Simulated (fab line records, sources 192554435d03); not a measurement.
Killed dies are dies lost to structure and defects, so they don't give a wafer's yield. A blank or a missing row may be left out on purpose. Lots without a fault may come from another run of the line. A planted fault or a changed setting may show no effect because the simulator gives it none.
Split-lot experiment | flow n5_finfet | 7 lots, 39 wafers read, on a route of 1938 steps

THE SPLIT
At N5_FIN_SAQP_ETCH_65 (etches SiO2 in CF4, target depth 4 nm, time 4.4 s), the setting time_s was moved away from the recipe's 4.4 s on 12 of the 39 wafers read, by -48.4% to +52.9%. The other wafers ran this setting at the recipe's value.

The reading is taken at the split's own step.

THE READING
etch.depth_nm (the simulator's own value, which no gauge read), in nm, at N5_FIN_SAQP_ETCH_65 (etches SiO2 in CF4, target depth 4 nm, time 4.4 s). The file gives no usual value for it. The 27 wafers here that ran the recipe average 3.997 nm, standard deviation 0.097 nm.

wafer  | tool, chamber at the split | time_s as run, s | against the recipe | etch.depth_nm, nm | against lot-mates on the recipe
L074.1 | rie_si-01, 3               | 4.4              | recipe             | 3.973             | -
L074.2 | rie_si-01, 2               | 4.4              | recipe             | 4.015             | -
L074.3 | rie_si-01, 0               | 4.4              | recipe             | 4.155             | -
L074.4 | rie_si-01, 0               | 4.4              | recipe             | 4.095             | -
L074.5 | rie_si-01, 2               | 4.4              | recipe             | 4.011             | -
L074.6 | rie_si-01, 3               | 4.4              | recipe             | 3.975             | -
L075.1 | rie_si-01, 3               | 2.269            | -48.4%             | 2.024             | -1.971
L075.2 | rie_si-01, 2               | 4.4              | recipe             | 3.991             | -
L075.3 | rie_si-01, 1               | 2.269            | -48.4%             | 2.073             | -1.922
L075.4 | rie_si-01, 0               | 4.4              | recipe             | 4.066             | -
L075.5 | rie_si-01, 3               | 4.4              | recipe             | 3.929             | -
L075.6 | rie_si-01, 0               | 2.269            | -48.4%             | 2.098             | -1.897
L080.1 | rie_si-05, 1               | 4.4              | recipe             | 3.96              | -
L080.2 | rie_si-05, 2               | 4.4              | recipe             | 3.945             | -
L080.3 | rie_si-05, 0               | 4.4              | recipe             | 4.15              | -
L080.4 | rie_si-05, 3               | 4.4              | recipe             | 4.109             | -
L080.5 | rie_si-05, 1               | 4.4              | recipe             | 3.976             | -
L080.6 | rie_si-05, 0               | 4.4              | recipe             | 4.159             | -
L081.2 | rie_si-01, 0               | 4.4              | recipe             | 4.127             | -
L081.5 | rie_si-01, 2               | 4.4              | recipe             | 3.986             | -
L081.6 | rie_si-01, 3               | 4.4              | recipe             | 3.969             | -
L083.1 | rie_si-05, 3               | 6.393            | +45.3%             | 5.958             | +1.958
L083.2 | rie_si-05, 2               | 4.4              | recipe             | 3.959             | -
L083.3 | rie_si-05, 1               | 6.393            | +45.3%             | 5.828             | +1.828
L083.4 | rie_si-05, 0               | 6.393            | +45.3%             | 6.118             | +2.118
L083.5 | rie_si-05, 3               | 4.4              | recipe             | 4.102             | -
L083.6 | rie_si-05, 2               | 4.4              | recipe             | 3.939             | -
L086.1 | rie_si-04, 3               | 5.176            | +17.6%             | 4.592             | +0.721
L086.2 | rie_si-04, 2               | 4.4              | recipe             | 3.775             | -
L086.3 | rie_si-04, 1               | 5.176            | +17.6%             | 4.69              | +0.819
L086.4 | rie_si-04, 0               | 4.4              | recipe             | 3.928             | -
L086.5 | rie_si-04, 0               | 4.4              | recipe             | 3.911             | -
L086.6 | rie_si-04, 3               | 5.176            | +17.6%             | 4.597             | +0.726
L091.1 | rie_si-04, 0               | 4.4              | recipe             | 3.954             | -
L091.2 | rie_si-04, 3               | 6.726            | +52.9%             | 6.067             | +2.160
L091.3 | rie_si-04, 1               | 6.726            | +52.9%             | 6.107             | +2.200
L091.4 | rie_si-04, 2               | 4.4              | recipe             | 3.785             | -
L091.5 | rie_si-04, 0               | 4.4              | recipe             | 3.983             | -
L091.6 | rie_si-04, 1               | 6.726            | +52.9%             | 6.095             | +2.188

THE FIT
A straight line over all 39 wafers: etch.depth_nm changes by +0.0406 nm for each +1% of time_s; r = +0.99; the points scatter about the line by 0.1 nm.
The same after taking each lot's own level away (the mean of its wafers on the recipe; 39 wafers): +0.0414 nm for each +1%; r = +1.00; scatter 0.081 nm.
On that fit, the largest move of time_s shifts the reading by 2.2 nm.
The lots' own levels span 3.8713 to 4.0498 nm, that is 1.8 times the standard deviation above.
So the lot-to-lot level changes the slope little: the two slopes agree.
Check: with one of the wafers moved furthest among these (+52.9%) left out of the fit, the line predicts +2.21 nm for it against its lot-mates. It came out at +2.16 nm against them.

OTHER SPLITS ON THESE WAFERS
These wafers also went through other splits before the reading. Each is held against what the fit with the lots' levels taken away leaves over:
other split on the same wafers       | wafers away from the commonest value | r with etch.depth_nm (lot level and that fit taken away)
N5_ZERO_LAYER_ETCH_18 target_depth_a | 9                                    | -0.02

THE FILE'S OWN FIT
etch.depth_nm changes by +0.0415 nm for each +1% of time_s, r = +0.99.
